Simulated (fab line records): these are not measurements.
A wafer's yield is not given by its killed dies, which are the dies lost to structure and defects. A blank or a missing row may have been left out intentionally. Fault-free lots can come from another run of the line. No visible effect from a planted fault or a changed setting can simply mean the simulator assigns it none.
Which tool was responsible? :: flow n5 finfet :: 11 lots with 31 wafers sampled at 5 steps, on a route of 1938 steps

== WHAT THE GAUGES READ, wafer by wafer ==
N5_HKMG_FIN_INSPECT_14: inspects for defects (macro). Usual: raw defect count at 2.2, with a standard deviation of 1.5.
lot: L764
measured: day 4 13:37
on: defect inspect-01
raw defect count: 3 1 1
flag: 

lot: L767
measured: day 5 03:17
on: defect inspect-01
raw defect count: 3 0 1
flag: 

lot: L768
measured: day 5 10:47
on: defect inspect-01
raw defect count: 3 1 7
flag: 

lot: L772
measured: day 6 10:22
on: defect inspect-01
raw defect count: 4 1 1
flag: 

lot: L773
measured: day 6 19:26
on: defect inspect-01
raw defect count: 0 3
flag: 

lot: L774
measured: day 6 21:46
on: defect inspect-01
raw defect count: 1 3 1
flag: 

lot: L780
measured: day 8 08:50
on: defect inspect-02
raw defect count: 3 >300
flag: 

lot: L781
measured: day 8 19:12
on: defect inspect-01
raw defect count: 1 3 >300
flag: 

lot: L783
measured: day 9 02:59
on: defect inspect-02
raw defect count: 1 1 2
flag: 

lot: L784
measured: day 9 09:35
on: defect inspect-01
raw defect count: 5 4 1
flag: 

lot: L786
measured: day 9 21:29
on: defect inspect-02
raw defect count: 1 3 2
flag: 

== WHICH TOOL RAN EACH LOT (tool, then ch and the chambers of the sampled wafers, then the start) ==
lot: L764
N5_HKMG_FIN_ETCH_54: rie diel-06 ch 0,1,3, day 4 10:23
N5_HKMG_FIN_STRIP_60: plasma asher-02 ch 0,1, day 4 11:14
N5_HKMG_FIN_ALD_79: ald metal-04 ch 0,1,3, day 4 11:44
N5_HKMG_FIN_WET_ETCH_81: wet bench-01 ch 1,2,7, day 4 12:27

lot: L767
N5_HKMG_FIN_ETCH_54: rie diel-02 ch 0,2,3, day 4 23:48
N5_HKMG_FIN_STRIP_60: plasma asher-02 ch 0,1, day 5 00:38
N5_HKMG_FIN_ALD_79: ald metal-03 ch 0,2,3, day 5 01:08
N5_HKMG_FIN_WET_ETCH_81: wet bench-02 ch 1,4,5, day 5 01:55

lot: L768
N5_HKMG_FIN_ETCH_54: rie diel-02 ch 0,2,3, day 5 07:25
N5_HKMG_FIN_STRIP_60: plasma asher-01 ch 0,1, day 5 08:33
N5_HKMG_FIN_ALD_79: ald metal-04 ch 1,2, day 5 08:56
N5_HKMG_FIN_WET_ETCH_81: wet bench-01 ch 1,2,5, day 5 09:37

lot: L772
N5_HKMG_FIN_ETCH_54: rie diel-03 ch 1,3, day 6 06:55
N5_HKMG_FIN_STRIP_60: plasma asher-01 ch 0,1, day 6 07:53
N5_HKMG_FIN_ALD_79: ald metal-04 ch 0,1,2, day 6 08:23
N5_HKMG_FIN_WET_ETCH_81: wet bench-01 ch 2,3,7, day 6 09:04

lot: L773
N5_HKMG_FIN_ETCH_54: rie diel-06 ch 2,3, day 6 15:14
N5_HKMG_FIN_STRIP_60: plasma asher-01 ch 0,1, day 6 16:05
N5_HKMG_FIN_ALD_79: ald metal-02 ch 0,1, day 6 16:34
N5_HKMG_FIN_WET_ETCH_81: wet bench-01 ch 0,6, day 6 17:14

lot: L774
N5_HKMG_FIN_ETCH_54: rie diel-02 ch 0,2, day 6 18:28
N5_HKMG_FIN_STRIP_60: plasma asher-02 ch 0, day 6 19:18
N5_HKMG_FIN_ALD_79: ald metal-02 ch 0,3, day 6 19:47
N5_HKMG_FIN_WET_ETCH_81: wet bench-05 ch 3,4,5, day 6 20:28

lot: L780
N5_HKMG_FIN_ETCH_54: rie diel-06 ch 0,1, day 8 05:35
N5_HKMG_FIN_STRIP_60: plasma asher-02 ch 0, day 8 06:26
N5_HKMG_FIN_ALD_79: ald metal-03 ch 1,2, day 8 06:56
N5_HKMG_FIN_WET_ETCH_81: wet bench-01 ch 1,4, day 8 07:40

lot: L781
N5_HKMG_FIN_ETCH_54: rie diel-02 ch 0,1,2, day 8 15:52
N5_HKMG_FIN_STRIP_60: plasma asher-01 ch 0,1, day 8 16:43
N5_HKMG_FIN_ALD_79: ald metal-04 ch 0,1,2, day 8 17:12
N5_HKMG_FIN_WET_ETCH_81: wet bench-01 ch 1,2,3, day 8 17:53

lot: L783
N5_HKMG_FIN_ETCH_54: rie diel-06 ch 1,2,3, day 8 23:41
N5_HKMG_FIN_STRIP_60: plasma asher-01 ch 0,1, day 9 00:32
N5_HKMG_FIN_ALD_79: ald metal-04 ch 0,2, day 9 01:01
N5_HKMG_FIN_WET_ETCH_81: wet bench-02 ch 0,2,7, day 9 01:41

lot: L784
N5_HKMG_FIN_ETCH_54: rie diel-03 ch 0,1,3, day 9 06:17
N5_HKMG_FIN_STRIP_60: plasma asher-02 ch 0,1, day 9 07:08
N5_HKMG_FIN_ALD_79: ald metal-04 ch 1,2,3, day 9 07:37
N5_HKMG_FIN_WET_ETCH_81: wet bench-05 ch 0,3,4, day 9 08:17

lot: L786
N5_HKMG_FIN_ETCH_54: rie diel-03 ch 0,1, day 9 18:19
N5_HKMG_FIN_STRIP_60: plasma asher-01 ch 0,1, day 9 19:09
N5_HKMG_FIN_ALD_79: ald metal-02 ch 0,2, day 9 19:38
N5_HKMG_FIN_WET_ETCH_81: wet bench-02 ch 2,6,7, day 9 20:19
- N5_HKMG_FIN_ETCH_54: etches SiARC in CF4, target depth 45.5 nm, time 75.8 s.
- N5_HKMG_FIN_STRIP_60: strips in N2/H2, time 360 s.
- N5_HKMG_FIN_ALD_79: deposits TiN, target thk 1.5 nm, pulse time 1 s, purge time 3 s.
- N5_HKMG_FIN_WET_ETCH_81: etches TiN in SC1, stops on HfO2, time 57 s, target depth 6 nm.

== WHAT THE TOOLS THEMSELVES READ (means of the sampled wafers that have a number; where no wafer has one, the mark that the record gives instead) ==
N5_HKMG_FIN_ETCH_54. Usual: value, then standard deviation, for each; drypump motor current A 5.56 A / 0.3; etch rf on time s 76.8 s / 2.2; oes product au 0.67 a.u. / 0.073; rf fwd power W 540.3 W / 1.8; rf vpp V 183.9 V / 1.1; showerhead plenum p Torr 2.12 Torr / 0.056; throttle valve pct 15.62 % / 0.23.
lot: L764
tool: rie diel-06
drypump motor current A (A): 5.78
etch rf on time s (s): 76.9
oes product au (a.u.): 0.76
rf fwd power W (W): 539.2
rf vpp V (V): 182.9
showerhead plenum p Torr (Torr): 2.11
throttle valve pct (%): 15.48
flag: 

lot: L767
tool: rie diel-02
drypump motor current A (A): 5.69
etch rf on time s (s): 76.3
oes product au (a.u.): 0.62
rf fwd power W (W): 538.0
rf vpp V (V): 182.6
showerhead plenum p Torr (Torr): 2.10
throttle valve pct (%): 15.81
flag: 

lot: L768
tool: rie diel-02
drypump motor current A (A): 5.70
etch rf on time s (s): 76.7
oes product au (a.u.): 0.62
rf fwd power W (W): 538.9
rf vpp V (V): 183.2
showerhead plenum p Torr (Torr): 2.09
throttle valve pct (%): 15.82
flag: 

lot: L772
tool: rie diel-03
drypump motor current A (A): 5.69
etch rf on time s (s): 79.4
oes product au (a.u.): 0.65
rf fwd power W (W): 542.7
rf vpp V (V): 183.4
showerhead plenum p Torr (Torr): 2.10
throttle valve pct (%): 15.46
flag: 

lot: L773
tool: rie diel-06
drypump motor current A (A): 5.73
etch rf on time s (s): 74.7
oes product au (a.u.): 0.68
rf fwd power W (W): 540.0
rf vpp V (V): 183.6
showerhead plenum p Torr (Torr): 2.11
throttle valve pct (%): 15.68
flag: 

lot: L774
tool: rie diel-02
drypump motor current A (A): 5.67
etch rf on time s (s): 76.0
oes product au (a.u.): 0.62
rf fwd power W (W): 539.3
rf vpp V (V): 183.5
showerhead plenum p Torr (Torr): 2.09
throttle valve pct (%): 15.82
flag: 

lot: L780
tool: rie diel-06
drypump motor current A (A): 5.71
etch rf on time s (s): 76.7
oes product au (a.u.): 0.76
rf fwd power W (W): 538.1
rf vpp V (V): 184.1
showerhead plenum p Torr (Torr): 2.13
throttle valve pct (%): 15.38
flag: 

lot: L781
tool: rie diel-02
drypump motor current A (A): 5.52
etch rf on time s (s): 77.4
oes product au (a.u.): 0.62
rf fwd power W (W): 540.1
rf vpp V (V): 183.5
showerhead plenum p Torr (Torr): 2.07
throttle valve pct (%): 15.93
flag: 

lot: L783
tool: rie diel-06
drypump motor current A (A): 5.62
etch rf on time s (s): 74.6
oes product au (a.u.): 0.70
rf fwd power W (W): 538.1
rf vpp V (V): 184.9
showerhead plenum p Torr (Torr): 2.13
throttle valve pct (%): 15.62
flag: 

lot: L784
tool: rie diel-03
drypump motor current A (A): 5.41
etch rf on time s (s): 76.1
oes product au (a.u.): 0.63
rf fwd power W (W): 539.6
rf vpp V (V): 183.4
showerhead plenum p Torr (Torr): 2.13
throttle valve pct (%): 15.55
flag: 

lot: L786
tool: rie diel-03
drypump motor current A (A): 5.13
etch rf on time s (s): 75.3
oes product au (a.u.): 0.62
rf fwd power W (W): 541.1
rf vpp V (V): 184.0
showerhead plenum p Torr (Torr): 2.15
throttle valve pct (%): 15.60
flag: 

N5_HKMG_FIN_STRIP_60. Usual: drypump motor current A 5.4 A, standard deviation 0.63; heater power w 431 W, standard deviation 11.
lot: L764
tool: plasma asher-02
drypump motor current A (A): 5.3
heater power w (W): 422
flag: 

lot: L767
tool: plasma asher-02
drypump motor current A (A): 5.7
heater power w (W): 431
flag: 

lot: L768
tool: plasma asher-01
drypump motor current A (A): 5.5
heater power w (W): 434
flag: 

lot: L772
tool: plasma asher-01
drypump motor current A (A): 5.1
heater power w (W): 437
flag: 

lot: L773
tool: plasma asher-01
drypump motor current A (A): 5.3
heater power w (W): 440
flag: 

lot: L774
tool: plasma asher-02
drypump motor current A (A): 4.8
heater power w (W): 413
flag: 

lot: L780
tool: plasma asher-02
drypump motor current A (A): 4.8
heater power w (W): 412
flag: 

lot: L781
tool: plasma asher-01
drypump motor current A (A): 5.1
heater power w (W): 444
flag: 

lot: L783
tool: plasma asher-01
drypump motor current A (A): 5.1
heater power w (W): 429
flag: 

lot: L784
tool: plasma asher-02
drypump motor current A (A): 5.3
heater power w (W): 426
flag: 

lot: L786
tool: plasma asher-01
drypump motor current A (A): 5.1
heater power w (W): 444
flag: 

N5_HKMG_FIN_ALD_79. Usual: heater power w 909 W, standard deviation 72; precursor pulse height rel 1.001, standard deviation 0.02.
lot: L764
tool: ald metal-04
heater power w (W): 904
precursor pulse height rel: 1.001
flag: 

lot: L767
tool: ald metal-03
heater power w (W): 946
precursor pulse height rel: 0.992
flag: 

lot: L768
tool: ald metal-04
heater power w (W): 918
precursor pulse height rel: 1.010
flag: 

lot: L772
tool: ald metal-04
heater power w (W): 883
precursor pulse height rel: 1.010
flag: 

lot: L773
tool: ald metal-02
heater power w (W): 892
precursor pulse height rel: 1.007
flag: 

lot: L774
tool: ald metal-02
heater power w (W): 857
precursor pulse height rel: 0.987
flag: 

lot: L780
tool: ald metal-03
heater power w (W): 1047
precursor pulse height rel: 0.978
flag: 

lot: L781
tool: ald metal-04
heater power w (W): 874
precursor pulse height rel: 1.010
flag: 

lot: L783
tool: ald metal-04
heater power w (W): 825
precursor pulse height rel: 0.993
flag: 

lot: L784
tool: ald metal-04
heater power w (W): 890
precursor pulse height rel: 0.978
flag: 

lot: L786
tool: ald metal-02
heater power w (W): 837
precursor pulse height rel: 0.973
flag: 

N5_HKMG_FIN_WET_ETCH_81. Usual: bath guard temp C at 60.1 C, with a standard deviation of 0.43.
lot: L764
tool: wet bench-01
bath guard temp C (C): 59.9
flag: 

lot: L767
tool: wet bench-02
bath guard temp C (C): 60.2
flag: 

lot: L768
tool: wet bench-01
bath guard temp C (C): 59.7
flag: 

lot: L772
tool: wet bench-01
bath guard temp C (C): 60.1
flag: 

lot: L773
tool: wet bench-01
bath guard temp C (C): 60.5
flag: 

lot: L774
tool: wet bench-05
bath guard temp C (C): 59.9
flag: 

lot: L780
tool: wet bench-01
bath guard temp C (C): 60.1
flag: 

lot: L781
tool: wet bench-01
bath guard temp C (C): 59.9
flag: 

lot: L783
tool: wet bench-02
bath guard temp C (C): 59.6
flag: 

lot: L784
tool: wet bench-05
bath guard temp C (C): 60.1
flag: 

lot: L786
tool: wet bench-02
bath guard temp C (C): 59.7
flag: 

== THE ANSWER, worked out from the rows above alone ==
Rule: take the mean of a lot's wafers that have a number; if it is more than 3 standard deviations from the usual mean, the lot is off. A lot without any number at a reading at which 4 lots or more have one is off too. All remaining lots with rows at the step are treated as sound. The gauges are gone through in route order, then the tools' own readings, and for those a lot's mean is taken as printed above. The first step at which some lot is off is used, and at that step the reading that is off furthest; a lot without a number counts as furthest.
None of the lots is off at any reading shown; this tells nothing.

== WHAT THE SIMULATOR HAD PUT IN ==
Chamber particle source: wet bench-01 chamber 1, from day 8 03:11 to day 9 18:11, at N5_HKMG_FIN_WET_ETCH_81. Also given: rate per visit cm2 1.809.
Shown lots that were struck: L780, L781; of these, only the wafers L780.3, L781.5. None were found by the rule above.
